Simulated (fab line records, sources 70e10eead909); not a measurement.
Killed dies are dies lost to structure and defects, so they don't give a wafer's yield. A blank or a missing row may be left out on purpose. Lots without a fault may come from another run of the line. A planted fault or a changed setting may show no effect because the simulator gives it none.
One fault seen from 2 desks | flow nand_harc | each desk has only its own numbers; what lay behind them comes last

THE DEFECT DESK
What the inspections along the route counted, lot by lot: means of the sampled wafers that have a number. A lot is out of limits, marked OUT, if its mean lies more than 4 standard deviations from the usual mean; the brackets give that distance.
Columns: A = raw_defect_count at NHARC_A_ONON_D1_INSPECT_32, usual 77
lot  | first seen here | A
L619 | day 8 01:13     | 96
L621 | day 8 16:59     | 76
L620 | day 8 17:00     | 95
L623 | day 9 15:21     | 51
L624 | day 10 07:50    | 81
L625 | day 10 21:26    | 65
L626 | day 11 03:41    | 60
L631 | day 13 06:38    | 72
L633 | day 14 14:22    | 62
L634 | day 14 14:39    | 80
L637 | day 15 21:53    | 122
L640 | day 17 23:47    | 100
L641 | day 18 03:44    | 85
L642 | day 18 03:55    | 92
This desk's finding: nothing out of limits on any of the 14 lots.

THE METROLOGY DESK
What the gauges read, lot by lot, whatever tool the lot ran on: means of the sampled wafers that have a number. A lot is out of limits, marked OUT, if its mean lies more than 4 standard deviations from the usual mean; the brackets give that distance.
Columns: A = thk_nm at NHARC_A_ONON_D1_THK_MEAS_11, usual 999 nm; B = thk_nm at NHARC_A_ONON_D1_THK_MEAS_30, usual 999 nm
lot  | first seen here | A    | B
L619 | day 7 14:03     | 990  | 996
L620 | day 8 06:01     | 1014 | 1013
L621 | day 8 06:01     | 1000 | 994
L623 | day 9 07:20     | 1004 | 1010
L624 | day 9 20:24     | 990  | 1009
L625 | day 10 05:30    | 976  | 1017
L626 | day 10 16:14    | 1009 | 996
L631 | day 12 19:31    | 1005 | 1716 (+73) OUT
L633 | day 14 02:22    | 987  | 980
L634 | day 14 02:22    | 1014 | 1726 (+74) OUT
L637 | day 15 10:37    | 994  | 994
L640 | day 17 10:17    | 1017 | 999
L642 | day 17 16:34    | 1007 | 1003
L641 | day 17 16:34    | 991  | 1007
This desk's finding: out of limits on L631, L634; first on L631, day 13 06:05 (thk_nm at NHARC_A_ONON_D1_THK_MEAS_30). In limits: L619, L620, L621, L623, L624, L625, L626, L633, L637, L640, L642, L641.

PUT TOGETHER
The metrology desk could have raised an alarm at day 13 06:05, on L631, L634.
The defect desk saw nothing out of limits.
The defect desk has L631, L634 on record, within its limits.
Of the lots named, all ran NHARC_A_ONON_D1_DEP_28 on pecvd_onon-04.

WHAT THE SIMULATOR HAD PUT IN
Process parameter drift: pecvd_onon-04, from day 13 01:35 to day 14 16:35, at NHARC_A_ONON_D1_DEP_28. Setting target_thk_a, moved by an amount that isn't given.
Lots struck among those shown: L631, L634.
Hours from the fault's start to each desk's first reading out of limits: the metrology desk, 4.
